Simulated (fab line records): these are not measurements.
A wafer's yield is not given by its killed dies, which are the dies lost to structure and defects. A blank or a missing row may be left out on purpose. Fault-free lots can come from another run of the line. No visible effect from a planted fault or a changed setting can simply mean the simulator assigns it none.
Struck lot and sound lot, side by side | flow nand-harc | 39 steps out of a route of 1302
Sound: the wafers L193.1, L193.3, L193.5. Struck: wafer L188.5 (L188.4, L188.6, from the same lot, were not struck and are left out); the cause is given at the end.
Order at every step that has rows: each side's tool, ch and its chambers, its first start. Under that, the readings that differ: sound wafers | struck wafers | difference of the means | sigmas: that difference in standard deviations of wafers without a fault.
alike: readings with means less than 2 such deviations apart, plus words and numbers identical on both sides. not compared: withheld readings, readings lacking a value on some wafer, bounds such as >300 that could conceal the same value, and numbers that have no deviation in the record and whose values overlap.
Wherever a step has rows on one side only, a row that says differs or no value, or a row with sigmas, the two part there. Non-overlapping numbers with no deviation appear without sigmas and do not part them. A reading missing from all wafers of one side parts the sides only when that side holds two or more wafers.

first, 10 steps without rows for these wafers: NHARC_A_CHANNEL_HOLE_D1_DEP_00 (deposits aC, target thk 3100 nm); NHARC_A_CHANNEL_HOLE_D1_DEP_01 (deposits SiON, target thk 140 nm); NHARC_A_CHANNEL_HOLE_D1_DEHYDRATE_02 (time 120 s); NHARC_A_CHANNEL_HOLE_D1_HMDS_03 (time 30 s); NHARC_A_CHANNEL_HOLE_D1_COAT_36 (time 75 s); NHARC_A_CHANNEL_HOLE_D1_COAT_37 (time 65 s); NHARC_A_CHANNEL_HOLE_D1_COAT_04 (resist thk 90 nm); NHARC_A_CHANNEL_HOLE_D1_SOFTBAKE_05 (time 55 s); NHARC_A_CHANNEL_HOLE_D1_EBR_06; NHARC_A_CHANNEL_HOLE_D1_EXPOSE_07 (exposes mask HOLE D1, target cd 100 nm).
NHARC_A_CHANNEL_HOLE_D1_PEB_08: peb time 65 s.
  sound on litho-track-04 ch 0, day 17 23:04; struck on litho-track-01 ch 0, day 15 22:19
then, 1 step without rows for these wafers: NHARC_A_CHANNEL_HOLE_D1_DEVELOP_09 (develop time 35 s).
NHARC_A_CHANNEL_HOLE_D1_CD_MEAS_10 targets a cd of 100 nm.
  sound on cd-sem-01 ch 0, day 17 23:08; struck on cd-sem-02 ch 0, day 15 22:23
  reading    | sound           | struck | difference | sigmas
  cd-nm (nm) | 100.1 99.6 99.9 | 109.5  | +9.6       | +20
NHARC_A_CHANNEL_HOLE_D1_DESCUM_15: chemistry O2, time 3 s.
  sound on rie-diel-11 ch 0,2,3, day 17 23:22; struck on rie-diel-11 ch 1, day 15 22:35
  reading                            | sound             | struck | difference | sigmas
  rf-vpp-V (V)                       | 58.2 59.6 57.5    | 55.3   | -3.1       | -3
  model.A_CHANNEL_HOLE_D1.cd-nm (nm) | 100.1 100.1 100.6 | 109.9  | +9.6       |
  alike: drypump-motor-current-A, o2-flow-sccm, oes-product-au, showerhead-plenum-p-Torr, throttle-valve-pct
  not compared: rf-hours-counter-h
then, 4 steps without rows for these wafers: NHARC_A_CHANNEL_HOLE_D1_ETCH_38 (etches the open film in CF4, target depth 39 nm, time 65 s); NHARC_A_CHANNEL_HOLE_D1_ETCH_39 (etches the open film in N2/H2, target depth 260 nm, time 325 s); NHARC_A_CHANNEL_HOLE_D1_ETCH_34 (etches the open film in CF4/CHF3, target depth 154 nm, time 77 s); NHARC_A_CHANNEL_HOLE_D1_ETCH_16 (etches the open film in O2/COS, target depth 3100 nm, time 806 s).
NHARC_A_CHANNEL_HOLE_D1_CD_MEAS_18:
  sound on cd-sem-01 at day 18 00:26; struck on cd-sem-01 at day 15 23:41
  reading    | sound             | struck | difference | sigmas
  cd-nm (nm) | 102.2 101.0 101.4 | 114.3  | +12.8      | +6
then, 12 steps without rows for these wafers: NHARC_A_CHANNEL_HOLE_D1_ETCH_19 (etches the open film in C4F8/O2/Ar, time 34.5 s); NHARC_A_CHANNEL_HOLE_D1_ETCH_20 (etches the open film in C4F8/O2/Ar, time 361.9 s, target depth 1600 nm); NHARC_A_CHANNEL_HOLE_D1_ETCH_21 (etches the open film in C4F8/O2/Ar, time 514.3 s, target depth 1600 nm); NHARC_A_CHANNEL_HOLE_D1_ETCH_22 (etches the open film in C4F8/O2/Ar, time 666.7 s, target depth 1600 nm); NHARC_A_CHANNEL_HOLE_D1_ETCH_23 (etches the open film in C4F8/O2/Ar, time 819 s, target depth 1600 nm); NHARC_A_CHANNEL_HOLE_D1_ETCH_24 (etches the open film in C4F8/O2/Ar, time 906.2 s, target depth 1500 nm); NHARC_A_CHANNEL_HOLE_D1_ETCH_25 (etches the open film in C4F8/O2/Ar, time 1040.2 s, target depth 1500 nm); NHARC_A_CHANNEL_HOLE_D1_ETCH_26 (etches the open film in C4F8/O2/Ar, time 224.1 s, target depth 300 nm); NHARC_A_CHANNEL_HOLE_D1_ETCH_33 (etches the open film in C4F8/O2/Ar, time 90 s, target depth 400 nm); NHARC_A_CHANNEL_HOLE_D1_STRIP_41 (strips in N2/H2); NHARC_A_CHANNEL_HOLE_D1_STRIP_42 (strips in CF4/CHF3); NHARC_A_CHANNEL_HOLE_D1_STRIP_43 (strips in O2/COS).
NHARC_A_CHANNEL_HOLE_D1_ETCH_44: etches the open film in CF4/O2, target depth 140 nm, overetch 14 nm, time 77 s.
  sound on rie-diel-11 ch 1,2,3, day 18 05:15; struck on rie-diel-11 ch 0, day 16 04:28
  reading                            | sound             | struck | difference | sigmas
  model.A_CHANNEL_HOLE_D1.cd-nm (nm) | 90.13 88.21 89.15 | 98.32  | +9.16      |
  alike: drypump-motor-current-A, o2-flow-sccm, oes_f_703_au, oes-product-au, rf-vpp-V, showerhead-plenum-p-Torr, throttle-valve-pct
  not compared: rf-hours-counter-h
then, 3 steps without rows for these wafers: NHARC_A_CHANNEL_HOLE_D1_STRIP_27 (strips in O2); NHARC_A_CHANNEL_HOLE_D1_PRECLEAN_28 (cleans in SC1); NHARC_A_CHANNEL_HOLE_D1_SRD_29.
NHARC_A_CHANNEL_HOLE_D1_CD_MEAS_30:
  sound on cd-sem-03 at day 18 06:02; struck on cd-sem-01 at day 16 05:19
  reading    | sound          | struck | difference | sigmas
  cd-nm (nm) | 90.4 88.3 89.2 | 98.5   | +9.2       | +8
NHARC_A_CHANNEL_HOLE_D1_XSEM_31:
  sound on xsem-01 ch 0, day 18 06:07; struck on xsem-02 ch 0, day 16 05:25
  reading        | sound          | struck | difference | sigmas
  bot-cd-nm (nm) | 75.1 73.2 74.9 | 83.5   | +9.1       | +7
  bow-nm (nm)    | 9.6 9.6 9.6    | 8.4    | -1.2       | -4
  alike: tilt-deg
-- record jumps: 16 days between struck wafers' starts before vs after; left off in module A_CHANNEL_HOLE_D1, resumes in module END, first step shown is number 1301 of the route --
NHARC_END_WLT_00:
  sound on prober-01 at day 34 01:08; struck on prober-01 at day 32 13:29
  reading                           | sound             | struck | difference | sigmas
  VT_DECK1_BOTTOM                   | 0.879 0.856 0.859 | 0.896  | +0.031     | +4
  VT_DECK1_BOTTOM_INNER             | 0.877 0.861 0.862 | 0.895  | +0.028     | +3
  VT_DECK1_MEDIAN_NEAR_BOTTOM       | 0.871 0.864 0.869 | 0.892  | +0.024     | +3
  VT_DECK1_MEDIAN_NEAR_BOTTOM_INNER | 0.869 0.857 0.860 | 0.900  | +0.038     | +4
  VT_DECK1_MIDDLE                   | 0.869 0.885 0.869 | 0.907  | +0.033     | +3
  VT_DECK1_MIDDLE_INNER             | 0.884 0.877 0.883 | 0.907  | +0.026     | +3
  VT_DECK1_TOP                      | 0.890 0.891 0.890 | 0.914  | +0.024     | +2
  VT_DECK1_TOP_INNER                | 0.895 0.893 0.896 | 0.919  | +0.024     | +3
  VT_DECK2_BOTTOM                   | 0.860 0.860 0.864 | 0.881  | +0.020     | +3
  VT_DECK2_TOP                      | 0.888 0.891 0.889 | 0.914  | +0.025     | +3
  alike: VT_DECK2_BOTTOM_INNER, VT_DECK2_MEDIAN_NEAR_BOTTOM, VT_DECK2_MEDIAN_NEAR_BOTTOM_INNER, VT_DECK2_MIDDLE, VT_DECK2_MIDDLE_INNER, VT_DECK2_TOP_INNER
NHARC_END_SORT_01:
  only the struck wafers appear in the record here, on prober-01 ch 0 at day 32 18:10; the sound ones have no rows

## WHERE THEY PART
First at NHARC_A_CHANNEL_HOLE_D1_CD_MEAS_10; last, within this record, at NHARC_END_SORT_01.

WHY: what had been put in by the simulator
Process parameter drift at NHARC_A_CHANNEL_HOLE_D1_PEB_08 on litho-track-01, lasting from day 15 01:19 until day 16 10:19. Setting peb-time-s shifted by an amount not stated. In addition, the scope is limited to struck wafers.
